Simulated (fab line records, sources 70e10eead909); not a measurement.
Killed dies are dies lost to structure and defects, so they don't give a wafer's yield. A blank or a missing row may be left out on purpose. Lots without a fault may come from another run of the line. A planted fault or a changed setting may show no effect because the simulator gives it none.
fab line records | flow nand_harc
record lots=7 wafers=21 last_day=24
route steps=1159 shown P_M1@297 END@1159
lots that met no fault: from a run of the same line without faults
start_h: hours from the record's first day to the start of the lot's first wafer shown | wait_h: hours since the lot's step before | " the same as in the row above | L1.1+2: a row that stands for several wafers | - no value, or no start given | * or withheld: withheld | < > ~ a bound
route shown NAME@n: a module of which the file shows steps, and the number in the route of the first | usual: mean/standard deviation of fault-free wafers | same: alike in all rows | chamber/n: place in a boat | sites: the reading at each site | _std_site: their standard deviation | _edge_site: outer sites' mean less inner sites' | radius_mm: how far each site lies from the wafer's centre | mask NAME#n: copy n | behind: the tool/chamber that last shaped the wafer | hold: why the lot was held/for how many hours/how that ended | device: the transistor (n, p or np) that didn't switch | end of line: the same wafers' tests at the end of the route | a step without rows: its recipe alone | killed: dies lost to structure and defects at the first sort, not the wafer's yield | map: a wafer's dies, x killed, . not, _ none there
set.NAME: the setting as run; set.NAME@STEP: as run at that earlier step | model.NAME: the simulator's own value behind a step, which no gauge read
lots at some steps of the route; a table a step, a row a wafer
services: from which hour (start_h, from the record's first day; less than 0 if before it) a tool's chamber was out of use, for how many hours, and why
## steps
# step NHARC_P_M1_INSPECT_11
# usual raw_defect_count=3.8/2.3
# columns lot.wafer tool chamber start_h wait_h raw_defect_count
L929.3 defect_inspect-02 - 148.06 0.0 5
L929.4 " - " " 5
L929.5 " - " " 1
L933.2 defect_inspect-01 - 169.54 0.0 2
L933.4 " - " " 3
L933.5 " - " " 4
L935.2 defect_inspect-02 - 187.43 0.0 1
L935.3 " - " " 3
L935.5 " - " " 6
L936.1 defect_inspect-01 - 195.50 0.0 2
L936.3 " - " " 3
L936.5 " - " " 2
L937.1 defect_inspect-01 - 196.24 0.0 0
L937.3 " - " " 1
L937.4 " - " " 4
L945.1 defect_inspect-02 - 242.71 0.0 10
L945.4 " - " " 8
L945.5 " - " " 9
L947.1 defect_inspect-02 - 249.67 0.0 7
L947.2 " - " " 4
L947.5 " - " " 8
# step NHARC_P_M1_DESCUM_14
# recipe time_s=3 o2_flow_sccm=200 ar_flow_sccm=0 bias_power_w=0 chemistry=O2
# step NHARC_P_M1_ETCH_35
# recipe target_depth_a=400 overetch_a=120 time_s=43.94 ion_energy_ev=200 n2_flow_sccm=150 h2_flow_sccm=150 ar_flow_sccm=0 rf_w=400 bias_w=150 chemistry=N2/H2
# step NHARC_P_M1_ETCH_15
# recipe target_depth_a=1825 time_s=91.2 c4f8_flow_sccm=withheld ar_flow_sccm=400 rf_w=600 bias_w=300 chemistry=C4F8/Ar
# usual chamber_pressure_mTorr=24.998/0.023 oes_product_au=0.962/0.021 rf_vpp_V=441/3.5
# columns lot.wafer tool chamber start_h wait_h chamber_pressure_mTorr oes_product_au rf_hours_counter_h rf_vpp_V
L929.4 rie_diel-09 2 - - 24.987 0.984 4 437
L929.3 " 3 " " 25.042 0.965 4 445
L929.5 " 1 " " 24.984 0.978 - 438
L933.4 rie_diel-09 2 - - 25.026 0.980 5 440
L933.2 " 1 " " 25.031 0.966 5 438
L933.5 " 2 " " 25.001 0.974 - 440
L935.3 rie_diel-09 0 - - 25.006 0.946 5 444
L935.2 " 2 " " 24.988 0.940 6 439
L935.5 " 0 " " 25.005 0.927 - 445
L936.3 rie_diel-10 0 - - 24.959 0.979 0 445
L936.1 " 1 " " 24.971 0.989 0 437
L936.5 " 0 " " 25.021 0.985 - 445
L937.3 rie_diel-01 2 - - 25.003 0.929 2 439
L937.1 " 0 " " 25.029 0.934 2 436
L937.4 " 1 " " 24.958 0.935 2 442
L945.4 rie_diel-09 2 - - 25.018 0.939 8 440
L945.1 " 0 " " 25.015 0.925 8 445
L945.5 " 2 " " 25.006 0.930 - 440
L947.2 rie_diel-10 1 - - 24.979 0.988 4 435
L947.1 " 2 " " 25.048 0.983 5 444
L947.5 " 1 " " 25.004 0.978 - 437
# step NHARC_P_M1_CD_MEAS_16
# usual cd_nm=130.0/0.55
# columns lot.wafer tool chamber start_h wait_h cd_nm
L929.3 cd_sem-02 - 148.43 - 130.6
L929.4 " - " " 130.4
L929.5 " - " " 130.9
L933.2 cd_sem-03 - 169.91 - 129.9
L933.4 " - " " 129.8
L933.5 " - " " 129.1
L935.2 cd_sem-01 - 187.80 - 130.4
L935.3 " - " " 130.7
L935.5 " - " " 130.0
L936.1 cd_sem-03 - 195.86 - 130.2
L936.3 " - " " 129.8
L936.5 " - " " 129.1
L937.1 cd_sem-02 - 196.61 - 130.6
L937.3 " - " " 130.9
L937.4 " - " " 129.6
L945.1 cd_sem-02 - 243.08 - 131.3
L945.4 " - " " 130.3
L945.5 " - " " 130.1
L947.1 cd_sem-03 - 250.03 - 129.9
L947.2 " - " " 129.2
L947.5 " - " " 129.5
# step NHARC_P_M1_STRIP_18
# recipe power_w=1000 n2_flow_sccm=150 h2_flow_sccm=150 ar_flow_sccm=0 bias_w=0 chemistry=N2/H2
# step NHARC_P_M1_ETCH_28
# recipe target_depth_a=300 over_etch_frac=0.3 time_s=72.99 ion_energy_ev=150 cf4_flow_sccm=50 n2_flow_sccm=100 ar_flow_sccm=150 rf_w=300 bias_w=100 chemistry=CF4/N2
# usual chamber_pressure_mTorr=29.999/0.027 drypump_motor_current_A=5.8/0.35 oes_product_au=1.005/0.0074 rf_vpp_V=314.6/2.4 showerhead_plenum_p_Torr=2.65/0.14 throttle_valve_pct=19.793/0.01
# same over_etch_frac=0.3
# columns lot.wafer tool chamber start_h wait_h chamber_pressure_mTorr drypump_motor_current_A oes_product_au rf_hours_counter_h rf_vpp_V showerhead_plenum_p_Torr throttle_valve_pct
L929.4 rie_diel-09 3 - - 29.989 5.9 1.008 4 316.1 2.81 19.787
L929.3 " 0 " " 30.000 6.0 1.014 4 316.3 2.79 19.795
L929.5 " 3 " " 29.990 5.9 1.002 - 317.1 2.81 19.800
L933.4 rie_diel-10 3 - - 30.023 5.6 1.003 14 313.3 2.56 19.791
L933.2 " 0 " " 29.993 5.6 0.989 14 317.4 2.81 19.801
L933.5 " 0 " " 29.971 5.6 1.000 - 317.4 2.81 19.799
L935.2 rie_diel-01 1 - - 30.011 5.1 1.007 1 315.7 2.76 19.811
L935.3 " 0 " " 30.020 6.1 1.014 1 312.7 2.47 19.800
L935.5 " 2 " " 29.989 6.5 1.002 - 311.9 2.53 19.786
L936.3 rie_diel-09 1 - - 30.011 5.9 1.009 6 312.4 2.49 19.784
L936.1 " 2 " " 30.001 5.8 1.024 6 312.7 2.58 19.787
L936.5 " 0 " " 29.931 6.1 1.007 - 317.4 2.79 19.791
L937.1 rie_diel-10 0 - - 30.006 5.6 1.011 1 318.0 2.81 19.793
L937.3 " 2 " " 30.026 5.5 1.004 1 318.0 2.82 19.802
L937.4 " 3 " " 30.036 5.6 1.002 1 314.3 2.56 19.806
L945.4 rie_diel-09 2 - - 29.992 5.8 0.996 8 314.0 2.58 19.773
L945.1 " 3 " " 30.013 5.9 0.990 8 315.5 2.80 19.801
L945.5 " 1 " " 29.978 5.8 0.999 - 312.5 2.49 19.805
L947.2 rie_diel-09 1 - - 29.974 5.9 1.003 9 313.0 2.49 19.801
L947.1 " 2 " " 30.000 5.8 1.005 9 313.1 2.58 19.795
L947.5 " 3 " " 29.995 5.9 0.996 - 317.2 2.80 19.785
# step NHARC_P_M1_STRIP_19
# recipe time_s=600 temp_c=30 chemistry=post_etch_residue_remover
# step NHARC_P_M1_DEGAS_29
# recipe temp_c=250 time_s=60
# usual heater_power_w=323/32
# columns lot.wafer tool chamber start_h wait_h heater_power_w
L929.3 pvd_sputter-01 - 149.15 - 340
L929.4 " - " " 279
L929.5 " - " " 343
L933.4 pvd_sputter-01 - 170.62 - 286
L933.2 " - " " 327
L933.5 " - " " 328
L935.3 pvd_sputter-03 - 188.52 - 278
L935.2 " - " " 371
L935.5 " - " " 297
L936.1 pvd_sputter-01 - 196.60 - 322
L936.3 " - " " 298
L936.5 " - " " 283
L937.3 pvd_sputter-01 - 197.32 - 279
L937.4 " - " " 327
L937.1 " - " " 306
L945.4 pvd_sputter-02 - 243.81 - 339
L945.1 " - " " 371
L945.5 " - " " 339
L947.2 pvd_sputter-01 - 250.81 - 321
L947.1 " - " " 334
L947.5 " - " " 323
# step NHARC_P_M1_PRE_CLEAN_30
# recipe time_s=30 temp_c=280 gas=H2/He
# step NHARC_P_M1_PVD_20
# recipe target_thk_a=50 bias_v=168.6 power_w=15000 chamber_pressure_pa=0.12 time_s=8.06 substrate_temp_c=50 material=TaN
# step NHARC_P_M1_PVD_21
# recipe target_thk_a=300 chamber_pressure_pa=5 power_w=5000 substrate_temp_c=30 time_s=20.49 material=Cu
# usual chamber_pressure_pa=5.000/0.0099 throttle_valve_pct=30.3/0.9
# columns lot.wafer tool chamber start_h wait_h chamber_pressure_pa throttle_valve_pct
L929.3 pvd_sputter-01 - - - 5.001 31.2
L929.4 " - " " 5.017 29.4
L929.5 " - " " 4.995 31.5
L933.2 pvd_sputter-01 - - - 5.008 29.0
L933.4 " - " " 5.001 31.6
L933.5 " - " " 5.006 30.6
L935.3 pvd_sputter-03 - - - 5.002 29.4
L935.2 " - " " 4.986 31.0
L935.5 " - " " 4.994 29.5
L936.3 pvd_sputter-01 - - - 5.004 31.4
L936.1 " - " " 4.975 30.7
L936.5 " - " " 4.998 30.7
L937.3 pvd_sputter-01 - - - 5.002 31.1
L937.4 " - " " 5.004 29.1
L937.1 " - " " 4.988 31.4
L945.4 pvd_sputter-02 - - - 5.009 30.7
L945.1 " - " " 5.012 30.3
L945.5 " - " " 4.999 30.4
L947.2 pvd_sputter-01 - - - 4.994 28.9
L947.1 " - " " 5.002 31.6
L947.5 " - " " 4.994 30.7
# step NHARC_P_M1_ECD_22
# recipe target_thk_a=4000 bath_temp_c=25 material=Cu
# columns lot.wafer tool chamber start_h wait_h
L929.3+4+5 ecd_cu-02 1,0,0 149.60 -
L933.2+4+5 ecd_cu-01 1,0,0 171.04 -
L935.2+3+5 ecd_cu-01 1,0,1 188.89 -
L936.1+3+5 ecd_cu-01 0,1,0 197.00 -
L937.1+3+4 ecd_cu-01 1,0,1 197.73 -
L945.1+4+5 ecd_cu-02 1,0,0 244.16 -
L947.2+1+5 ecd_cu-02 1,0,0 251.17 -
# step NHARC_P_M1_ANNEAL_31
# recipe temp_c=225 time_s=90
# usual anneal_temp_c=225.01/0.17 wafer_temp_C_max=226.6/0.38
# columns lot.wafer tool chamber start_h wait_h anneal_temp_c wafer_temp_C_max
L929.3 rtp_anneal-01 0 149.98 0.3 224.80 226.0
L929.4 " 0 " " 224.95 225.9
L929.5 " 0 " " 225.07 225.6
L933.2 rtp_anneal-02 0 171.48 0.4 225.02 226.6
L933.4 " 0 " " 225.05 226.4
L933.5 " 0 " " 224.91 226.7
L935.2 rtp_anneal-01 0 189.32 0.4 224.92 226.8
L935.3 " 0 " " 224.67 226.2
L935.5 " 0 " " 224.92 226.1
L936.1 rtp_anneal-02 0 197.33 - 224.58 226.2
L936.3 " 0 " " 225.06 227.9
L936.5 " 0 " " 224.91 226.9
L937.1 rtp_anneal-02 0 198.06 - 225.08 226.4
L937.3 " 0 " " 224.92 226.4
L937.4 " 0 " " 224.84 227.2
L945.1 rtp_anneal-02 0 244.54 0.3 224.95 226.7
L945.4 " 0 " " 225.24 226.1
L945.5 " 0 " " 225.14 226.1
L947.1 rtp_anneal-02 0 251.54 - 224.70 227.3
L947.2 " 0 " " 224.90 227.0
L947.5 " 0 " " 224.57 227.1
# step NHARC_P_M1_CMP_23
# recipe t_overpolish_s=20 target_thk_nm=157.82
# usual motor_current_A=12.2/1.7 time_to_endpoint_s=28.1/1.8
# columns lot.wafer tool chamber start_h wait_h motor_current_A time_to_endpoint_s
L929.4 cmp-04 2 150.25 - 11.6 29.0
L929.3 " 0 " " 10.3 29.2
L929.5 " 2 " " 11.0 29.4
L933.2 cmp-01 0 171.80 - 11.4 28.7
L933.4 " 1 " " 11.7 28.2
L933.5 " 0 " " 11.6 30.0
L935.2 cmp-03 3 189.65 - 11.5 23.3
L935.3 " 0 " " 14.7 11.8
L935.5 " 3 " " 12.3 25.1
L936.3 cmp-04 0 197.73 - 9.7 30.9
L936.1 " 1 " " 10.2 14.6
L936.5 " 3 " " 11.3 16.7
L937.1 cmp-04 0 198.40 - 10.4 28.9
L937.4 " 1 " " 10.6 28.0
L937.3 " 2 " " 10.9 16.4
L945.4 cmp-03 2 244.94 - 13.3 29.5
L945.1 " 3 " " 12.7 28.6
L945.5 " 2 " " 13.4 29.7
L947.2 cmp-01 2 251.95 - 12.6 26.8
L947.1 " 3 " " 16.1 26.8
L947.5 " 0 " " 11.0 27.5
# step NHARC_P_M1_THK_MEAS_24
# recipe thk_meas_gauge=xrf
# usual thk_nm=157.4/1.2
# columns lot.wafer tool chamber start_h wait_h thk_nm
L929.3 film_metro-02 - 150.54 - 158.1
L929.4 " - " " 156.5
L929.5 " - " " 157.6
L933.2 film_metro-01 - 172.08 - 158.3
L933.4 " - " " 158.1
L933.5 " - " " 157.3
L935.2 film_metro-01 - 189.94 - 156.2
L935.3 " - " " 157.4
L935.5 " - " " 156.7
L936.1 film_metro-01 - 198.00 - 157.6
L936.3 " - " " 155.2
L936.5 " - " " 156.1
L937.1 film_metro-02 - 198.72 - 157.7
L937.3 " - " " 158.8
L937.4 " - " " 159.6
L945.1 film_metro-02 - 245.23 - 158.3
L945.4 " - " " 158.2
L945.5 " - " " 157.0
L947.1 film_metro-02 - 252.21 - 157.2
L947.2 " - " " 157.0
L947.5 " - " " 154.9
# step NHARC_END_SORT_01
# recipe temp_c=25
# usual defect_limited_yield=94.9/1.7 killed_at_array=31/12 killed_at_other=0.6/0.85 killed_at_periphery=3.0/2.3 killed_dies=35/12 killed_open=3.2/1.9 killed_short=1.8/1.4 sort_bin_2_pct=1.6/0.7 sort_bin_3_pct=0.28/0.22 sort_bin_4_pct=3.3/1.2 sort_n_pass=642/12 sort_rim_yield_pct=97.7/1.5 sort_yield_pct=94.9/1.7
# same gross_dies=677 sort_bin_5_pct[%]=0 sort_bin_6_pct[%]=0 sort_bin_7_pct[%]=0 sort_bin_8_pct[%]=0 sort_rim_n_gross=106.00
# columns lot.wafer tool chamber start_h wait_h defect_limited_yield[%] killed_at_array killed_at_other killed_at_periphery killed_dies killed_open killed_short sort_bin_2_pct[%] sort_bin_3_pct[%] sort_bin_4_pct[%] sort_n_pass sort_rim_yield_pct[%] sort_yield_pct[%]
L929.3 prober-02 0 455.03 3.1 93.8 38 2 2 42 2 3 1.3 0.30 4.6 635 97.2 93.8
L929.4 prober-02 0 455.85 3.5 93.6 37 0 6 43 4 5 2.2 0.30 3.8 634 99.1 93.6
L929.5 prober-02 0 456.67 3.8 94.7 34 0 2 36 8 0 1.6 0 3.7 641 98.1 94.7
L937.1 prober-02 0 508.75 2.5 97.6 16 0 0 16 2 0 0.6 0 1.8 661 99.1 97.6
L937.3 prober-02 0 510.31 3.1 97.0 17 0 3 20 3 4 0.4 0 2.5 657 98.1 97.0
L937.4 prober-02 0 511.09 3.3 96.5 22 0 2 24 2 0 0.9 0.30 2.4 653 99.1 96.5
# killed by level:class
L929.3 A_CHANNEL_HOLE_D1:chamber_film_flake=17 A_SLIT:chamber_film_flake=10 A_STAIRCASE:chamber_film_flake=4 A_CONTACT:chamber_film_flake=3 STARTING-WAFER:geometric_particle:short=2 A_CHANNEL_FILL_D1:chamber_film_flake=2 P_CONTACT:geometric_particle:open=1 A_M0:geometric_particle:open=1
L929.4 A_SLIT:chamber_film_flake=16 A_CHANNEL_HOLE_D1:chamber_film_flake=11 A_STAIRCASE:chamber_film_flake=3 P_CONTACT:geometric_particle:open=2 A_SOURCE_PLATE:geometric_particle:short=2 P_ZERO_WELL:chamber_film_flake=2 A_CONTACT:chamber_film_flake=2 P_STI:geometric_particle:short=1
L929.5 A_CHANNEL_HOLE_D1:chamber_film_flake=12 A_SLIT:chamber_film_flake=10 A_CONTACT:chamber_film_flake=5 A_ONON_D1:geometric_particle:open=4 P_GATE:geometric_particle:open=2 A_M0:geometric_particle:open=1 A_M1:geometric_particle:open=1 A_STAIRCASE:chamber_film_flake=1
L937.1 A_CONTACT:chamber_film_flake=7 A_CHANNEL_HOLE_D1:chamber_film_flake=4 A_STAIRCASE:chamber_film_flake=3 A_CONTACT:geometric_particle:open=1 A_BLC:geometric_particle:open=1
L937.3 A_CHANNEL_HOLE_D1:chamber_film_flake=5 A_STAIRCASE:chamber_film_flake=4 A_ONON_D1:geometric_particle:short=2 A_CONTACT:chamber_film_flake=2 P_CONTACT:geometric_particle:open=1 P_M0:geometric_particle:open=1 A_SOURCE_PLATE:geometric_particle:short=1 A_BLC:geometric_particle:short=1
L937.4 A_CHANNEL_HOLE_D1:chamber_film_flake=7 A_CONTACT:chamber_film_flake=7 A_STAIRCASE:chamber_film_flake=4 A_SGD_CUT:chamber_film_flake=3 P_CONTACT:geometric_particle:open=1 A_M0:geometric_particle:open=1 P_GATE:chamber_film_flake=1
## services
# columns tool chamber start_h hours kind
cmp-04 - 128.89 0.8 repair
rie_diel-09 0 135.37 - clean
rie_diel-09 1 135.37 - clean
rie_diel-01 - 137.80 9.0 pm
cmp-01 - 146.55 0.9 repair
cmp-03 - 156.07 4.0 pm
pvd_sputter-01 - 158.00 10.0 pm
cmp-01 - 159.48 3.5 repair
rie_diel-10 - 176.50 9.0 pm
cmp-01 - 179.69 4.0 pm
ecd_cu-02 - 180.00 8.0 pm
cmp-04 - 183.22 1.6 repair
cmp-01 - 187.50 0.3 repair
cmp-04 - 203.13 4.0 pm
pvd_sputter-02 - 214.00 10.0 pm
cmp-01 - 223.62 2.2 repair
cmp-01 - 232.36 0.5 repair
cmp-01 - 234.46 1.5 repair
rie_diel-10 3 237.06 7.2 repair
cmp-03 - 240.38 0.5 repair
rie_diel-01 1 241.05 2.1 repair
pvd_sputter-03 - 245.39 2.3 repair
ecd_cu-02 - 249.58 1.1 repair
pvd_sputter-02 - 251.28 8.1 repair
## key
first_sign step=NHARC_P_M1_CMP_23 reading=time_to_endpoint_s direction=down sigmas=7.5 usual=* struck=*
effect none on later readings
met_at NHARC_P_M1_ECD_22
struck_wafers L935.3,L936.1,L936.5,L937.3
onset_between 171.04 188.89
fault kind=process_parameter_drift tool=ecd_cu-01 chamber=0 onset_h=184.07 steps=NHARC_P_M1_ECD_22 channel=target_thk_a offset=* shape=step end_h=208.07 acts_in=* stated=*
